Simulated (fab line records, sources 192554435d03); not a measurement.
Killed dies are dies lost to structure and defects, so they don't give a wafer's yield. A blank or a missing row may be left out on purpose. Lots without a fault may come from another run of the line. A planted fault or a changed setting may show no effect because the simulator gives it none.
A struck lot beside a sound one | flow n5_finfet | 38 steps out of a route of 1938
Sound: wafers L112.1, L112.2, L112.4. Struck: wafers L128.1, L128.4, L128.6. The cause comes at the end.
At each step with rows: each side's tool, then ch and its chambers, then its first start. Under that, the readings that differ: sound wafers | struck wafers | difference of the means | sigmas: that difference in standard deviations of wafers without a fault.
alike: readings whose means differ by less than 2 such deviations, and words and numbers that are the same on both sides. not compared: withheld readings, readings that some wafer has no value for, bounds like >300 that may hide the same value, and numbers for which the record gives no deviation and whose values overlap.
The two part at a step that has a row with sigmas, a row that says differs or no value, or rows on one side only. Numbers that don't overlap but have no deviation are shown without sigmas and don't part them. A reading that every wafer of one side lacks parts them only if that side has two wafers or more.

first, 9 steps without rows for these wafers: N5_BEOL_M4_ANNEAL_95 (time 240 s); N5_BEOL_M4_SPUTTER_96 (material Cu, target thk 4.5 nm, time 8.29 s); N5_BEOL_M4_ECD_50 (material Cu, target thk 300 nm); N5_BEOL_M4_ANNEAL_51 (time 90 s); N5_BEOL_M4_CMP_52 (polishes, stops on SiOC, t overpolish 6.8 s, target thk 40 nm); N5_BEOL_M4_PRE_CLEAN_60 (time 15 s); N5_BEOL_M4_CO_CAP_55 (material Co, precursor CCTBA/H2, target thk 2 nm, time 102.1 s); N5_BEOL_M4_PRE_CLEAN_56 (time 15 s); N5_BEOL_M4_DEP_57 (deposits SiCN from 3MS/NH3, target thk 8 nm, time 14 s).
N5_BEOL_M4_RC_MEAS_101:
  sound on prober-02 ch 0, day 7 17:07; struck on prober-01 ch 0, day 12 15:14
  reading       | sound          | struck         | difference | sigmas
  SS_N (mV/dec) | 71.1 71.1 69.6 | 73.1 72.5 71.3 | +1.7       | +2
  SS_P (mV/dec) | 72.5 73.5 71.2 | 74.4 74.2 73.1 | +1.5       | +2
  alike: DIBL_N, DIBL_P, IOFF_N, IOFF_P, ION_N, ION_P, VT_N, VT_P
then, 24 steps without rows for these wafers: N5_BEOL_M5_ILD_DEP_00 (deposits SiCOH lowk from DEMS/porogen, target thk 140.64 nm, time 25.9 s); N5_BEOL_M5_CURE_79 (cures SiCOH lowk, time 240 s); N5_BEOL_M5_PECVD_70 (deposits SiO2 from TEOS/O2, target thk 16 nm, time 18 s); N5_BEOL_M5_HM_DEP_02 (deposits TiN, target thk 20 nm); N5_BEOL_M5_COAT_59 (time 60 s, resist thk 60 nm); N5_BEOL_M5_COAT_60 (time 60 s, resist thk 12 nm); N5_BEOL_M5_COAT_71 (time 60 s, resist thk 5 nm); N5_BEOL_M5_COAT_05 (resist thk 30 nm); N5_BEOL_M5_EBR_07; N5_BEOL_M5_SOFTBAKE_06 (time 60 s); N5_BEOL_M5_EXPOSE_08 (exposes mask M5, target cd 28 nm); N5_BEOL_M5_PEB_09 (peb time 60 s); N5_BEOL_M5_DEVELOP_10 (develop time 30 s); N5_BEOL_M5_DESCUM_16 (chemistry O2, time 7 s); N5_BEOL_M5_ETCH_72 (etches underlayer in N2/H2, target depth 6.5 nm, time 5.2 s); N5_BEOL_M5_ETCH_61 (etches SiARC in CF4, target depth 15.6 nm, time 26 s); N5_BEOL_M5_ETCH_62 (etches SOC in N2/H2, target depth 75 nm, overetch 15 nm, time 112.5 s); N5_BEOL_M5_STRIP_63 (strips in N2/H2); N5_BEOL_M5_STRIP_73 (strips in N2/H2); N5_BEOL_M5_STRIP_64 (strips in CF4); N5_BEOL_M5_HM_OPEN_17 (chemistry Cl2/BCl3, target TiN, target depth 20 nm, overetch 6 nm); N5_BEOL_M5_STRIP_19 (strips in O2); N5_BEOL_M5_COAT_65 (time 60 s, resist thk 60 nm); N5_BEOL_M5_COAT_66 (time 60 s, resist thk 12 nm).
N5_BEOL_M8_ILD_DEP_00: deposits SiCOH lowk from DEMS/porogen, target thk 179.75 nm, time 33.4 s.
  sound on pecvd-04 ch 1,2, day 8 20:24; struck on pecvd-04 ch 0,2, day 13 22:04
  reading                                            | sound           | struck            | difference | sigmas
  model.SiCOH_lowk_of_BEOL_M8_ILD_DEP_00.thk_nm (nm) | 178.6 178 181.2 | 265.6 271.4 273.6 | +90.9      |
  alike: heater_power_w, showerhead_plenum_p_Torr, throttle_valve_pct
  not compared: since_wet_clean_h
N5_BEOL_M8_THK_MEAS_01:
  sound on film_metro-02, day 8 20:59; struck on film_metro-01, day 13 22:38
  reading         | sound             | struck            | difference | sigmas
  M8_ILD_THK (nm) | 153.8 153.5 156.3 | 230.5 235.3 237.1 | +79.8      | +32
N5_BEOL_M8_CMP_52: polishes, stops on SiCOH lowk, t overpolish 6.9 s, target thk 80 nm.
  sound on cmp-04 ch 1,2,3, day 9 03:50; struck on cmp-03 ch 0,1,2, day 14 06:39
  reading                                            | sound           | struck            | difference | sigmas
  model.SiCOH_lowk_of_BEOL_M8_ILD_DEP_00.thk_nm (nm) | 151 150.6 153.2 | 227.2 232.2 234.2 | +79.6      |
  alike: clearing_platen_down_force_psi, motor_current_A
-- the record jumps here: 3 days lie between the struck wafers' starts before and after (it left off in module BEOL_M8 and takes up again in module PASSIVATION, whose first step shown is number 1936 of the route) --
N5_PASSIVATION_PROBE_49:
  sound on prober-02, day 11 22:41; struck on prober-01, day 17 00:58
  reading                  | sound          | struck         | difference | sigmas
  defect_limited_yield (%) | 93.7 93.3 93.9 | 0 0 0          | -94        | -59
  killed_at_M0_to_M3       | 25 26 22       | 53 51 61       | +31        | +3
  killed_at_M4_up          | 13 14 11       | 1062 1067 1045 | +1045      | +99 or more
  killed_dies              | 74 79 72       | 1180 1180 1180 | +1105      | +58
  killed_on_rim            | 10 14 11       | 152 152 152    | +140       | +33
  killed_open              | 44 50 44       | 94 77 91       | +41        | +3
  killed_short             | 27 28 27       | 43 46 46       | +18        | +2
  sort_bin_5_function (%)  | 4.2 4.5 3.9    | 95.9 95.3 95.3 | +91.3      | +83
  sort_bin_6_memory (%)    | 1.9 1.9 2.0    | 3.6 4.0 4.2    | +2.0       | +3
  sort_n_pass              | 1106 1101 1108 | 0 0 0          | -1105      | -58
  sort_yield_pct (%)       | 93.7 93.3 93.9 | 0 0 0          | -94        | -59
  alike: killed_at_contacts, killed_at_front_end, killed_at_other

WHERE THEY PART
First at N5_BEOL_M4_RC_MEAS_101; last, within this record, at N5_PASSIVATION_PROBE_49.

WHY: what the simulator had put in
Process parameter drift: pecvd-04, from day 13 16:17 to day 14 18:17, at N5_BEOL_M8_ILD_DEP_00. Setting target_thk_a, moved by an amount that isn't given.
